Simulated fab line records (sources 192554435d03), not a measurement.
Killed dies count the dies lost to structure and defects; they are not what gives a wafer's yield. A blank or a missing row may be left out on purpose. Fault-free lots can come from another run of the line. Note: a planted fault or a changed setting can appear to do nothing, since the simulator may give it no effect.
Lot-split experiment    flow n5Finfet    21 wafers read across 7 lots, on a route 1938 steps long

## ABOUT THE SPLIT
At N5_BEOL_M10_HM_DEP_02 (deposits TiN, target thk 20 nm), the setting targetThkA was moved away from the recipe's 200 angstrom on 4 of the 21 wafers read, by -10.1% to +7.5%. The other wafers ran this setting at the recipe's value.

## FROM THE SPLIT TO THE READING: what the file shows between them, 8 steps
- N5_BEOL_M10_COAT_05: resist thk 90 nm (also split here: spinRpm)
- N5_BEOL_M10_EBR_07
- N5_BEOL_M10_SOFTBAKE_06: time 60 s
- N5_BEOL_M10_EXPOSE_08: exposes mask M10
- N5_BEOL_M10_PEB_09: peb time 60 s
- N5_BEOL_M10_DEVELOP_10: develop time 30 s
- N5_BEOL_M10_STRIP_68: strips in N2/H2
- N5_BEOL_M10_STRIP_67: strips in CF4

## THE READING
etch.depthNm (the simulator's own value, which no gauge read), in nm, at N5_BEOL_M10_HM_OPEN_17 (chemistry Cl2/BCl3, target TiN, target depth 20 nm, overetch 6 nm). There is no usual value for it anywhere in the file. Here, 17 wafers ran the recipe; their average is 20.09 nm with a standard deviation of 0.2 nm.

wafer   tool, chamber at the split  targetThkA as run, angstrom  against the recipe  etch.depthNm, nm  against lot-mates on the recipe
L074.1  pvdSputter-02, -            181                          -9.5%               18.3              -1.44
L074.3  pvdSputter-02, -            200                          recipe              19.74             -
L074.5  pvdSputter-02, -            181                          -9.5%               18.18             -1.56
L083.2  pvdSputter-01, -            215.1                        +7.5%               21.46             +1.58
L083.4  pvdSputter-01, -            200                          recipe              19.89             -
L083.5  pvdSputter-01, -            200                          recipe              19.88             -
L087.2  pvdSputter-01, -            200                          recipe              20.07             -
L087.3  pvdSputter-01, -            179.8                        -10.1%              18.3              -1.76
L087.5  pvdSputter-01, -            200                          recipe              20.05             -
L086.4  pvdSputter-01, -            200                          recipe              20.26             -
L086.5  pvdSputter-01, -            200                          recipe              19.93             -
L086.6  pvdSputter-01, -            200                          recipe              20                -
L091.1  pvdSputter-02, -            200                          recipe              19.93             -
L091.3  pvdSputter-02, -            200                          recipe              19.99             -
L091.4  pvdSputter-02, -            200                          recipe              20.01             -
L093.2  pvdSputter-03, -            200                          recipe              20.12             -
L093.5  pvdSputter-03, -            200                          recipe              20.49             -
L093.6  pvdSputter-03, -            200                          recipe              20.43             -
L097.1  pvdSputter-01, -            200                          recipe              20.11             -
L097.2  pvdSputter-01, -            200                          recipe              20.38             -
L097.6  pvdSputter-01, -            200                          recipe              20.27             -

FIT RESULTS
A straight line over all 21 wafers: etch.depthNm changes by +0.187 nm for each +1% of targetThkA; r = +0.97; the points scatter about the line by 0.2 nm.
The same after taking each lot's own level away (the mean of its wafers on the recipe; 21 wafers): +0.173 nm for each +1%; r = +0.99; scatter 0.12 nm.
Per that fit: largest targetThkA move, reading shift of 1.7 nm.
Across the lots, their own levels run from 19.740 to 20.347 nm, a range of 3.0 times the standard deviation given above.
The two slopes agree, so the slope changes little with the lot-to-lot level.
Check: -1.7 nm against its lot-mates is what the line predicts for one of the wafers moved furthest among these (-10.1%) when that wafer is left out of the fit. It came out at -1.76 nm against them.

## THE OTHER SPLITS THESE WAFERS WENT THROUGH
Before the reading, these wafers also passed through other splits. Each is held against what the fit with the lots' levels taken away leaves over:
other split on the same wafers   wafers away from the commonest value  r with etch.depthNm (lot level and that fit taken away)
N5_BEOL_M7_DESCUM_33 timeS       3                                     +0.10
N5_BEOL_M8_TRENCH_ETCH_37 timeS  8                                     -0.06
N5_BEOL_M8_ALD_77 purgeTimeS     9                                     +0.13
N5_BEOL_M9_COAT_05 spinRpm       10                                    +0.24
N5_BEOL_M9_ETCH_61 sourceW       7                                     +0.06
N5_BEOL_M10_COAT_05 spinRpm      8                                     +0.13

## THE WHOLE CHAIN: every reading that the file lists as answering this split, in the file's order
step                    what it does                                                       reading                                                                           change (the file's fit)                r (the file's)
N5_BEOL_M10_HM_DEP_02   deposits TiN, target thk 20 nm                                     TiN_of_BEOL_M10_HM_DEP_02.thkNm (the simulator's own value, which no gauge read)  +0.17 nm for each +1% of the setting   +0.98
N5_BEOL_M10_HM_OPEN_17  chemistry Cl2/BCl3, target TiN, target depth 20 nm, overetch 6 nm  etch.depthNm (the simulator's own value, which no gauge read)                     +0.176 nm for each +1% of the setting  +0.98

## FILE'S OWN FIT
etch.depthNm changes by +0.176 nm for each +1% of targetThkA, r = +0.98.
